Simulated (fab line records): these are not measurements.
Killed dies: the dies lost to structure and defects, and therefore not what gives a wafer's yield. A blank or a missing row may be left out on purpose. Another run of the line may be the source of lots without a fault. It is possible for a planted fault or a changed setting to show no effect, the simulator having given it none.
The tool behind it: which one?	flow nandHarc	22 lots, 66 wafers sampled, at 6 steps of a route of 1302

WHAT THE GAUGES READ, wafer by wafer
No reading from a measuring or inspecting step in the record can be judged against a usual standard deviation.

WHICH TOOL RAN EACH LOT (tool, then ch and the chambers of the sampled wafers, then the start)
lot	NHARC_A_STAIRCASE_ETCH_192	NHARC_A_STAIRCASE_TRIM_220	NHARC_A_STAIRCASE_TRIM_222	NHARC_A_STAIRCASE_ETCH_223	NHARC_A_STAIRCASE_TRIM_224	NHARC_A_STAIRCASE_TRIM_229
L074	rieDiel-09 ch 1,2, day 15 21:10 or earlier	rieDiel-09 ch 0,3, day 15 21:10	rieDiel-09 ch 0,1,3, day 15 22:17 or earlier	rieDiel-09 ch 1,2,3, day 15 22:17 or earlier	rieDiel-09 ch 0,1,3, day 15 22:17 or earlier	rieDiel-08 ch 0,1,2, day 15 22:17
L075	rieDiel-08 ch 0,1,2, day 16 21:35 or earlier	rieDiel-08 ch 0,2, day 16 21:35	rieDiel-08 ch 0,2, day 16 22:46 or earlier	rieDiel-08 ch 0,1,2, day 16 22:46 or earlier	rieDiel-08 ch 0,1, day 16 22:46 or earlier	rieDiel-02 ch 0,2,3, day 16 22:46
L076	rieDiel-02 ch 0,2,3, day 17 06:32 or earlier	rieDiel-02 ch 0,1,3, day 17 06:32	rieDiel-02 ch 1,2,3, day 17 07:34 or earlier	rieDiel-02 ch 1,2,3, day 17 07:34 or earlier	rieDiel-02 ch 1,2,3, day 17 07:34 or earlier	rieDiel-02 ch 0,2,3, day 17 07:34
L077	rieDiel-09 ch 0,1,2, day 18 04:34 or earlier	rieDiel-02 ch 0,1, day 18 04:34	rieDiel-02 ch 1,2, day 18 05:47 or earlier	rieDiel-02 ch 1,2, day 18 05:47 or earlier	rieDiel-02 ch 0,1,2, day 18 05:47 or earlier	rieDiel-08 ch 0,2, day 18 05:47
L080	rieDiel-09 ch 1,2,3, day 18 07:25 or earlier	rieDiel-08 ch 1,3, day 18 07:25	rieDiel-08 ch 0,1, day 18 08:26 or earlier	rieDiel-08 ch 1,3, day 18 08:26 or earlier	rieDiel-08 ch 0,1,3, day 18 08:26 or earlier	rieDiel-09 ch 2,3, day 18 08:26
L078	rieDiel-02 ch 0,1, day 18 11:01 or earlier	rieDiel-08 ch 1,2, day 18 11:01	rieDiel-08 ch 0,3, day 18 12:08 or earlier	rieDiel-08 ch 1,2, day 18 12:08 or earlier	rieDiel-08 ch 2,3, day 18 12:08 or earlier	rieDiel-09 ch 1,2,3, day 18 12:08
L079	rieDiel-08 ch 1,2, day 18 14:25 or earlier	rieDiel-08 ch 0,1,2, day 18 14:25	rieDiel-08 ch 2,3, day 18 16:43 or earlier	rieDiel-08 ch 0,1,2, day 18 16:43 or earlier	rieDiel-08 ch 1,2, day 18 16:43 or earlier	rieDiel-08 ch 0,3, day 18 16:43
L081	rieDiel-08 ch 0,3, day 19 06:13 or earlier	rieDiel-08 ch 0,2,3, day 19 06:13	rieDiel-08 ch 2,3, day 19 07:19 or earlier	rieDiel-08 ch 1,2, day 19 07:19 or earlier	rieDiel-08 ch 0,3, day 19 07:19 or earlier	rieDiel-02 ch 1,2,3, day 19 07:19
L082	rieDiel-09 ch 0,1, day 19 11:33 or earlier	rieDiel-02 ch 0,1,2, day 19 11:33	rieDiel-02 ch 0,1,3, day 19 12:34 or earlier	rieDiel-02 ch 2,3, day 19 12:34 or earlier	rieDiel-02 ch 2,3, day 19 12:34 or earlier	rieDiel-09 ch 0,1,2, day 19 12:34
L083	rieDiel-02 ch 0,1, day 20 01:58 or earlier	rieDiel-08 ch 1,2, day 20 01:58	rieDiel-08 ch 1,2, day 20 02:59 or earlier	rieDiel-08 ch 0,1,2, day 20 02:59 or earlier	rieDiel-08 ch 0,1,3, day 20 02:59 or earlier	rieDiel-02 ch 0,1,3, day 20 02:59
L085	rieDiel-02 ch 0,2,3, day 20 15:12 or earlier	rieDiel-08 ch 1,2, day 20 15:12	rieDiel-08 ch 0,1, day 20 16:16 or earlier	rieDiel-08 ch 0,2,3, day 20 16:16 or earlier	rieDiel-08 ch 0,1,3, day 20 16:16 or earlier	rieDiel-02 ch 2,3, day 20 16:16
L084	rieDiel-08 ch 0,3, day 20 16:01 or earlier	rieDiel-08 ch 0,2,3, day 20 16:01	rieDiel-08 ch 0,3, day 20 17:03 or earlier	rieDiel-08 ch 0,2,3, day 20 17:03 or earlier	rieDiel-08 ch 0,1, day 20 17:03 or earlier	rieDiel-09 ch 1,2, day 20 17:03
L086	rieDiel-09 ch 0,2,3, day 21 10:11 or earlier	rieDiel-09 ch 0,1,3, day 21 10:11	rieDiel-09 ch 1,2,3, day 21 11:17 or earlier	rieDiel-09 ch 0,1,2, day 21 11:17 or earlier	rieDiel-09 ch 0,1,2, day 21 11:17 or earlier	rieDiel-09 ch 0,2,3, day 21 11:17
L089	rieDiel-02 ch 0,1, day 22 12:35 or earlier	rieDiel-02 ch 1,2,3, day 22 12:35	rieDiel-02 ch 0,1, day 22 13:35 or earlier	rieDiel-02 ch 0,2,3, day 22 13:35 or earlier	rieDiel-02 ch 1,2, day 22 13:35 or earlier	rieDiel-02 ch 1,2, day 22 13:35
L090	rieDiel-08 ch 0,2,3, day 22 20:31 or earlier	rieDiel-02 ch 0,2,3, day 22 20:31	rieDiel-02 ch 0,1,2, day 22 21:32 or earlier	rieDiel-02 ch 0,1,2, day 22 21:32 or earlier	rieDiel-02 ch 0,1,2, day 22 21:32 or earlier	rieDiel-02 ch 0,1,2, day 22 21:32
L088	rieDiel-02 ch 2,3, day 22 22:10 or earlier	rieDiel-08 ch 1,3, day 22 22:10	rieDiel-08 ch 0,3, day 22 23:44 or earlier	rieDiel-08 ch 0,2, day 22 23:44 or earlier	rieDiel-08 ch 1,3, day 22 23:44 or earlier	rieDiel-02 ch 1,2, day 22 23:44
L092	rieDiel-08 ch 2,3, day 23 09:11 or earlier	rieDiel-09 ch 1,2,3, day 23 09:11	rieDiel-09 ch 0,3, day 23 10:16 or earlier	rieDiel-09 ch 1,2, day 23 10:16 or earlier	rieDiel-09 ch 0,1,3, day 23 10:16 or earlier	rieDiel-02 ch 1,2,3, day 23 10:16
L091	rieDiel-08 ch 0,2,3, day 23 10:45 or earlier	rieDiel-08 ch 0,1,3, day 23 10:45	rieDiel-08 ch 2,3, day 23 11:52 or earlier	rieDiel-08 ch 0,3, day 23 11:52 or earlier	rieDiel-08 ch 1,2,3, day 23 11:52 or earlier	rieDiel-08 ch 1,2,3, day 23 11:52
L093	rieDiel-02 ch 0,1,3, day 23 21:28 or earlier	rieDiel-02 ch 0,2, day 23 21:28	rieDiel-02 ch 1,3, day 23 22:36 or earlier	rieDiel-02 ch 0,1,2, day 23 22:36 or earlier	rieDiel-02 ch 0,3, day 23 22:36 or earlier	rieDiel-02 ch 0,1,2, day 23 22:36
L095	rieDiel-02 ch 0,2, day 24 17:25 or earlier	rieDiel-02 ch 0,1,2, day 24 17:25	rieDiel-02 ch 1,2, day 24 18:27 or earlier	rieDiel-02 ch 2,3, day 24 18:27 or earlier	rieDiel-02 ch 0,1,2, day 24 18:27 or earlier	rieDiel-02 ch 0,1,2, day 24 18:27
L096	rieDiel-08 ch 0,3, day 24 20:28 or earlier	rieDiel-02 ch 0,1, day 24 20:28	rieDiel-02 ch 0,2,3, day 24 20:56 or earlier	rieDiel-02 ch 0,1,2, day 24 20:56 or earlier	rieDiel-08 ch 0,1,2, day 24 20:56	rieDiel-08 ch 0,2,3, day 24 21:33
L097	rieDiel-08 ch 0,2,3, day 25 20:56 or earlier	rieDiel-08 ch 1,2,3, day 25 20:56	rieDiel-08 ch 0,1,2, day 25 22:41 or earlier	rieDiel-08 ch 0,1,3, day 25 22:41 or earlier	rieDiel-08 ch 0,1,3, day 25 22:41 or earlier	rieDiel-09 ch 0,1,3, day 25 22:41
- NHARC_A_STAIRCASE_ETCH_192: etches the open film in C4F8/O2, target depth 100 nm, time 40.5 s.
- NHARC_A_STAIRCASE_TRIM_220: chemistry O2, time 211.2 s.
- NHARC_A_STAIRCASE_TRIM_222: chemistry O2, time 211.2 s.
- NHARC_A_STAIRCASE_ETCH_223: etches the open film in C4F8/O2, target depth 100 nm, time 40.5 s.
- NHARC_A_STAIRCASE_TRIM_224: chemistry O2, time 211.2 s.
- NHARC_A_STAIRCASE_TRIM_229: chemistry O2, time 211.2 s.

AS READ BY THE TOOLS THEMSELVES (means over the sampled wafers that have a number; for cases with no such wafer, the mark the record gives instead)
NHARC_A_STAIRCASE_ETCH_192. Usual: biasW 999.8 W, standard deviation 2.8; oesProductAu 0.945 a.u., standard deviation 0.011; rfVppV 896 V, standard deviation 6.6.
lot	tool	biasW (W)	oesProductAu (a.u.)	rfVppV (V)	flag
L074	rieDiel-09	999.6	0.928	904	
L075	rieDiel-08	1001.5	0.943	891	
L076	rieDiel-02	1001.6	0.957	900	
L077	rieDiel-09	1000.1	0.958	900	
L080	rieDiel-09	1001.7	0.940	899	
L078	rieDiel-02	997.8	0.938	899	
L079	rieDiel-08	996.1	0.939	893	
L081	rieDiel-08	1000.7	0.940	887	
L082	rieDiel-09	1000.0	0.947	899	
L083	rieDiel-02	998.6	0.940	901	
L085	rieDiel-02	999.4	0.947	899	
L084	rieDiel-08	998.8	0.950	888	
L086	rieDiel-09	996.5	0.938	894	
L089	rieDiel-02	1001.4	0.949	899	
L090	rieDiel-08	999.3	0.952	888	
L088	rieDiel-02	1000.3	0.930	895	
L092	rieDiel-08	997.2	0.950	891	
L091	rieDiel-08	999.8	0.951	889	
L093	rieDiel-02	1000.8	0.947	901	
L095	rieDiel-02	999.1	0.938	899	
L096	rieDiel-08	1001.9	0.937	905	
L097	rieDiel-08	1000.2	0.931	901	

NHARC_A_STAIRCASE_TRIM_220. Usual: drypumpMotorCurrentA 5.8 A, standard deviation 0.51; oesProductAu 1.003 a.u., standard deviation 0.01; rfVppV 57.8 V, standard deviation 0.84; showerheadPlenumPTorr 3.49 Torr, standard deviation 0.17; throttleValvePct 17.036 %, standard deviation 0.0094.
lot	tool	drypumpMotorCurrentA (A)	oesProductAu (a.u.)	rfVppV (V)	showerheadPlenumPTorr (Torr)	throttleValvePct (%)	flag
L074	rieDiel-09	6.0	0.999	58.1	3.33	17.035	
L075	rieDiel-08	5.1	0.990	58.0	3.34	17.035	
L076	rieDiel-02	6.1	1.006	58.0	3.69	17.048	
L077	rieDiel-02	5.9	1.004	58.3	3.67	17.037	
L080	rieDiel-08	6.2	1.000	58.3	3.47	17.043	
L078	rieDiel-08	5.7	1.015	57.5	3.46	17.042	
L079	rieDiel-08	5.5	1.002	57.5	3.41	17.044	
L081	rieDiel-08	5.5	1.004	57.5	3.34	17.035	
L082	rieDiel-02	6.0	1.002	58.2	3.56	17.041	
L083	rieDiel-08	5.7	1.004	57.5	3.45	17.032	
L085	rieDiel-08	5.9	1.015	58.0	3.50	17.035	
L084	rieDiel-08	5.5	1.013	57.5	3.33	17.040	
L086	rieDiel-09	5.8	1.009	56.8	3.45	17.037	
L089	rieDiel-02	6.2	0.993	57.8	3.56	17.035	
L090	rieDiel-02	6.2	0.994	58.3	3.63	17.030	
L088	rieDiel-08	6.2	1.001	57.4	3.37	17.029	
L092	rieDiel-09	5.8	1.000	58.3	3.58	17.031	
L091	rieDiel-08	5.8	0.997	57.4	3.36	17.043	
L093	rieDiel-02	5.9	0.991	57.6	3.50	17.040	
L095	rieDiel-02	6.0	1.003	58.3	3.53	17.036	
L096	rieDiel-02	5.9	1.008	57.2	3.64	17.041	
L097	rieDiel-08	6.0	0.984	57.8	3.57	17.027	

NHARC_A_STAIRCASE_TRIM_222. Usual: drypumpMotorCurrentA 5.9 A, standard deviation 0.5; oesProductAu 1.003 a.u., standard deviation 0.0096; rfVppV 57.6 V, standard deviation 0.94; showerheadPlenumPTorr 3.49 Torr, standard deviation 0.17; throttleValvePct 17.036 %, standard deviation 0.01.
lot	tool	drypumpMotorCurrentA (A)	oesProductAu (a.u.)	rfVppV (V)	showerheadPlenumPTorr (Torr)	throttleValvePct (%)	flag
L074	rieDiel-09	5.8	1.001	57.6	3.48	17.050	
L075	rieDiel-08	5.1	1.001	57.1	3.34	17.027	
L076	rieDiel-02	6.3	1.012	56.7	3.58	17.038	
L077	rieDiel-02	6.1	1.002	58.0	3.46	17.039	
L080	rieDiel-08	5.3	1.000	57.2	3.37	17.038	
L078	rieDiel-08	5.8	1.001	57.3	3.30	17.044	
L079	rieDiel-08	6.0	1.006	56.9	3.35	17.033	
L081	rieDiel-08	5.7	1.013	56.9	3.38	17.037	
L082	rieDiel-02	6.1	1.003	58.5	3.68	17.026	
L083	rieDiel-08	5.7	1.012	58.3	3.45	17.036	
L085	rieDiel-08	5.3	0.994	57.6	3.36	17.026	
L084	rieDiel-08	5.8	0.994	56.8	3.29	17.035	
L086	rieDiel-09	5.8	1.009	57.7	3.58	17.045	
L089	rieDiel-02	5.9	0.996	57.8	3.65	17.040	
L090	rieDiel-02	5.9	0.994	57.6	3.54	17.036	
L088	rieDiel-08	5.8	1.002	56.5	3.28	17.038	
L092	rieDiel-09	6.0	1.001	58.0	3.31	17.031	
L091	rieDiel-08	5.9	0.999	57.7	3.33	17.033	
L093	rieDiel-02	6.3	1.008	57.7	3.58	17.034	
L095	rieDiel-02	6.2	1.000	58.1	3.46	17.042	
L096	rieDiel-02	6.1	1.003	58.0	3.62	17.028	
L097	rieDiel-08	5.5	0.986	58.7	3.57	17.037	

NHARC_A_STAIRCASE_ETCH_223. Usual: biasW 1000.0 W, standard deviation 2.9; oesProductAu 0.947 a.u., standard deviation 0.011; rfVppV 895 V, standard deviation 6.4.
lot	tool	biasW (W)	oesProductAu (a.u.)	rfVppV (V)	flag
L074	rieDiel-09	999.6	0.942	899	
L075	rieDiel-08	1001.3	0.953	891	
L076	rieDiel-02	998.6	0.959	898	
L077	rieDiel-02	999.6	0.942	893	
L080	rieDiel-08	1001.4	0.965	891	
L078	rieDiel-08	1001.6	0.947	896	
L079	rieDiel-08	1001.5	0.933	892	
L081	rieDiel-08	1002.6	0.952	893	
L082	rieDiel-02	1003.7	0.944	896	
L083	rieDiel-08	1002.5	0.946	892	
L085	rieDiel-08	1002.0	0.957	888	
L084	rieDiel-08	998.8	0.948	889	
L086	rieDiel-09	999.5	0.948	899	
L089	rieDiel-02	999.6	0.947	899	
L090	rieDiel-02	999.7	0.957	897	
L088	rieDiel-08	1001.2	0.945	889	
L092	rieDiel-09	997.3	0.951	903	
L091	rieDiel-08	1000.7	0.942	886	
L093	rieDiel-02	1000.7	0.949	897	
L095	rieDiel-02	1000.0	0.956	900	
L096	rieDiel-02	996.7	0.950	896	
L097	rieDiel-08	1000.4	0.929	902	

NHARC_A_STAIRCASE_TRIM_224. Usual: drypumpMotorCurrentA 5.8 A, standard deviation 0.5; oesProductAu 1.003 a.u., standard deviation 0.011; rfVppV 57.8 V, standard deviation 0.92; showerheadPlenumPTorr 3.50 Torr, standard deviation 0.17; throttleValvePct 17.037 %, standard deviation 0.0085.
lot	tool	drypumpMotorCurrentA (A)	oesProductAu (a.u.)	rfVppV (V)	showerheadPlenumPTorr (Torr)	throttleValvePct (%)	flag
L074	rieDiel-09	5.8	1.009	57.8	3.48	17.038	
L075	rieDiel-08	5.3	0.990	57.7	3.38	17.038	
L076	rieDiel-02	6.2	1.019	57.5	3.58	17.037	
L077	rieDiel-02	6.0	1.002	57.9	3.56	17.038	
L080	rieDiel-08	5.8	0.998	58.5	3.38	17.041	
L078	rieDiel-08	5.7	1.002	56.8	3.38	17.029	
L079	rieDiel-08	5.9	1.005	57.3	3.50	17.032	
L081	rieDiel-08	5.8	0.989	56.9	3.30	17.036	
L082	rieDiel-02	6.4	1.003	58.3	3.66	17.036	
L083	rieDiel-08	5.8	1.001	58.7	3.37	17.032	
L085	rieDiel-08	5.8	1.007	57.9	3.37	17.037	
L084	rieDiel-08	5.8	1.007	57.8	3.45	17.038	
L086	rieDiel-09	5.4	1.005	58.7	3.60	17.042	
L089	rieDiel-02	6.1	0.996	57.1	3.44	17.038	
L090	rieDiel-02	6.0	0.986	58.1	3.54	17.036	
L088	rieDiel-08	6.2	0.997	58.1	3.45	17.041	
L092	rieDiel-09	5.8	0.999	57.6	3.45	17.042	
L091	rieDiel-08	5.9	1.004	58.3	3.40	17.036	
L093	rieDiel-02	6.0	1.007	58.7	3.72	17.035	
L095	rieDiel-02	6.0	1.007	57.3	3.53	17.037	
L096	rieDiel-08	5.5	0.996	58.2	3.58	17.035	
L097	rieDiel-08	5.8	0.989	58.5	3.71	17.032	

NHARC_A_STAIRCASE_TRIM_229. Usual: drypumpMotorCurrentA 5.9 A, standard deviation 0.46; oesProductAu 1.004 a.u., standard deviation 0.0085; rfVppV 57.9 V, standard deviation 0.91; showerheadPlenumPTorr 3.55 Torr, standard deviation 0.18; throttleValvePct 17.034 %, standard deviation 0.0096.
lot	tool	drypumpMotorCurrentA (A)	oesProductAu (a.u.)	rfVppV (V)	showerheadPlenumPTorr (Torr)	throttleValvePct (%)	flag
L074	rieDiel-08	5.5	1.005	57.3	3.42	17.029	
L075	rieDiel-02	6.1	0.997	58.2	3.65	17.036	
L076	rieDiel-02	6.2	1.019	58.3	3.65	17.034	
L077	rieDiel-08	5.3	1.000	57.1	3.37	17.040	
L080	rieDiel-09	5.6	1.009	57.9	3.61	17.028	
L078	rieDiel-09	5.8	1.009	58.4	3.60	17.039	
L079	rieDiel-08	5.8	0.993	57.0	3.30	17.030	
L081	rieDiel-02	6.3	1.002	57.6	3.57	17.037	
L082	rieDiel-09	5.4	0.994	58.4	3.61	17.045	
L083	rieDiel-02	6.2	1.011	58.0	3.67	17.038	
L085	rieDiel-02	6.4	1.013	58.6	3.65	17.027	
L084	rieDiel-09	5.6	1.009	58.6	3.73	17.030	
L086	rieDiel-09	5.6	1.007	57.6	3.46	17.034	
L089	rieDiel-02	6.1	1.005	57.6	3.47	17.042	
L090	rieDiel-02	6.0	0.997	58.0	3.54	17.034	
L088	rieDiel-02	6.1	1.005	57.4	3.47	17.041	
L092	rieDiel-02	6.2	1.006	58.3	3.55	17.030	
L091	rieDiel-08	6.0	1.006	57.3	3.40	17.033	
L093	rieDiel-02	6.0	1.007	58.1	3.53	17.042	
L095	rieDiel-02	6.0	1.002	57.4	3.53	17.027	
L096	rieDiel-08	5.5	0.992	58.2	3.67	17.046	
L097	rieDiel-09	5.8	1.003	57.5	3.44	17.029	

THE ANSWER, worked out from the rows above alone
Rule: take the mean of a lot's wafers that have a number; if it is more than 3 standard deviations from the usual mean, the lot is off. Also off: a lot with no number at a reading for which 4 or more lots have one. The other lots that the step has rows for count as sound. After the gauges, taken in route order, come the tools' own readings; for these a lot's mean is taken, as printed above. At the first step where some lot is off, the reading lying furthest off is the one used; lots without a number count as furthest.
Across all readings shown, no lot is off: no conclusion can be drawn from this.

WHAT THE SIMULATOR HAD INSERTED
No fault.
